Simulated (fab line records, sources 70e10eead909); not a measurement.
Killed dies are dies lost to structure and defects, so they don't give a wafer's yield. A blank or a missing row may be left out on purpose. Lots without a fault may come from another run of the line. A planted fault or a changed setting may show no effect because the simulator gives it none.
Which tool did it? | flow nand_harc | 12 lots, 36 wafers sampled, at 6 steps of a route of 1302

WHAT THE GAUGES READ, wafer by wafer
NHARC_A_CONTACT_CD_MEAS_80.
lot  | measured     | on        | cd_nm (nm)
L074 | day 22 16:16 | cd_sem-01 | 289.5 289.3 290.1
L078 | day 24 12:18 | cd_sem-03 | 289.7 290.4 289.9
L077 | day 24 22:16 | cd_sem-02 | 289.7 289.7 289.8
L081 | day 25 08:50 | cd_sem-02 | 289.4 291.0 290.0
L084 | day 26 08:48 | cd_sem-03 | 291.9 290.2 290.3
L086 | day 26 19:50 | cd_sem-02 | 290.0 290.6 289.9
L087 | day 27 13:50 | cd_sem-03 | 289.1 289.6 288.7
L088 | day 28 06:59 | cd_sem-03 | 290.6 290.0 290.7
L092 | day 29 22:55 | cd_sem-01 | 287.6 288.4 288.2
L093 | day 30 08:43 | cd_sem-03 | 289.5 289.3 289.3
L094 | day 30 17:46 | cd_sem-02 | 290.0 290.5 290.1
L097 | day 31 06:03 | cd_sem-02 | 290.2 290.6 291.1

WHICH TOOL RAN EACH LOT (tool, then ch and the chambers of the sampled wafers, then the start)
lot  | NHARC_A_SLIT_ETCH_29               | NHARC_A_CONTACT_ETCH_111             | NHARC_A_CONTACT_ETCH_117             | NHARC_A_CONTACT_ETCH_78                       | NHARC_A_CONTACT_ETCH_129
L074 | rie_diel-11 ch 0,1,3, day 20 16:14 | har_cap_etch-03 ch 0,1, day 22 01:04 | har_cap_etch-03 ch 0,1, day 22 02:28 | rie_diel-09 ch 0,2,3, day 22 14:34 or earlier | har_cap_etch-02 ch 0,1, day 22 14:34
L078 | rie_diel-08 ch 0,2,3, day 22 09:17 | har_cap_etch-01 ch 0, day 23 19:53   | har_cap_etch-01 ch 0, day 23 20:57   | rie_diel-09 ch 0,3, day 24 10:35 or earlier   | har_cap_etch-02 ch 1, day 24 10:35
L077 | rie_diel-11 ch 0,2,3, day 22 16:28 | har_cap_etch-03 ch 0,1, day 24 00:10 | har_cap_etch-03 ch 0,1, day 24 01:13 | rie_diel-09 ch 1,2, day 24 20:28 or earlier   | har_cap_etch-02 ch 0,1, day 24 20:28
L081 | rie_diel-08 ch 0,3, day 23 00:28   | har_cap_etch-03 ch 0,1, day 24 17:50 | har_cap_etch-03 ch 0,1, day 24 19:08 | rie_diel-03 ch 0,1,2, day 25 06:50 or earlier | har_cap_etch-03 ch 0,1, day 25 06:50
L084 | rie_diel-06 ch 0,1,2, day 24 08:09 | har_cap_etch-01 ch 0,1, day 25 16:55 | har_cap_etch-01 ch 0,1, day 25 17:57 | rie_diel-03 ch 0,1,2, day 26 06:42 or earlier | har_cap_etch-02 ch 0,1, day 26 06:42
L086 | rie_diel-06 ch 0,1,3, day 24 17:34 | har_cap_etch-03 ch 0,1, day 26 04:55 | har_cap_etch-03 ch 0,1, day 26 06:19 | rie_diel-02 ch 1,3, day 26 17:45 or earlier   | har_cap_etch-01 ch 0,1, day 26 17:45
L087 | rie_diel-11 ch 0,1,3, day 25 10:33 | har_cap_etch-03 ch 0,1, day 26 22:50 | har_cap_etch-03 ch 0,1, day 27 00:15 | rie_diel-03 ch 0,2,3, day 27 12:05 or earlier | har_cap_etch-03 ch 0,1, day 27 12:05
L088 | rie_diel-06 ch 0,2,3, day 26 04:29 | har_cap_etch-01 ch 0,1, day 27 16:46 | har_cap_etch-01 ch 0,1, day 27 18:10 | rie_diel-03 ch 0,1,2, day 28 05:03 or earlier | har_cap_etch-02 ch 0,1, day 28 05:03
L092 | rie_diel-08 ch 1,2,3, day 27 23:52 | har_cap_etch-01 ch 0,1, day 29 09:34 | har_cap_etch-01 ch 0,1, day 29 10:37 | rie_diel-03 ch 0,1,3, day 29 21:13 or earlier | har_cap_etch-01 ch 0,1, day 29 21:13
L093 | rie_diel-11 ch 0,2, day 28 03:39   | har_cap_etch-03 ch 0,1, day 29 17:43 | har_cap_etch-03 ch 0,1, day 29 18:46 | rie_diel-09 ch 1,3, day 30 07:02 or earlier   | har_cap_etch-03 ch 0,1, day 30 07:02
L094 | rie_diel-11 ch 0,1, day 28 18:54   | har_cap_etch-03 ch 0,1, day 30 03:10 | har_cap_etch-03 ch 0,1, day 30 04:13 | rie_diel-03 ch 0,3, day 30 16:05 or earlier   | har_cap_etch-02 ch 0,1, day 30 16:05
L097 | rie_diel-06 ch 0,1,2, day 29 06:13 | har_cap_etch-01 ch 0,1, day 30 17:05 | har_cap_etch-01 ch 0,1, day 30 18:08 | rie_diel-02 ch 1,2, day 31 04:20 or earlier   | har_cap_etch-03 ch 0,1, day 31 04:20
- NHARC_A_SLIT_ETCH_29: etches the open film in CF4/O2, target depth 100 nm, overetch 10 nm, time 55 s.
- NHARC_A_CONTACT_ETCH_111: etches the open film in C4F8/O2/Ar, time 140 s, target depth 700 nm.
- NHARC_A_CONTACT_ETCH_117: etches the open film in C4F8/O2/Ar, time 190 s, target depth 1850 nm.
- NHARC_A_CONTACT_ETCH_78: etches the open film in O2/COS, target depth 5300 nm, time 1378 s.
- NHARC_A_CONTACT_ETCH_129: etches the open film in C4F8/O2/Ar, time 197 s, target depth 1918 nm.

THE ANSWER, worked out from the rows above alone
Rule: what is usual is taken from the lots themselves. Put in order of their means at a reading, lots are off if they are a third of the lots or fewer, leave a main group of 4 or more, and stand apart from it by a gap of 3 or more times the standard deviation of the main group's means; of several such gaps the widest counts. A main group whose means are all the same, to the digits that the tables above print for the reading, isn't used. A lot without any number at a reading at which 4 lots or more have one is off too. The other lots that the step has rows for count as sound.
No lot is off at any reading shown: from this, nothing can be told.

WHAT THE SIMULATOR HAD PUT IN
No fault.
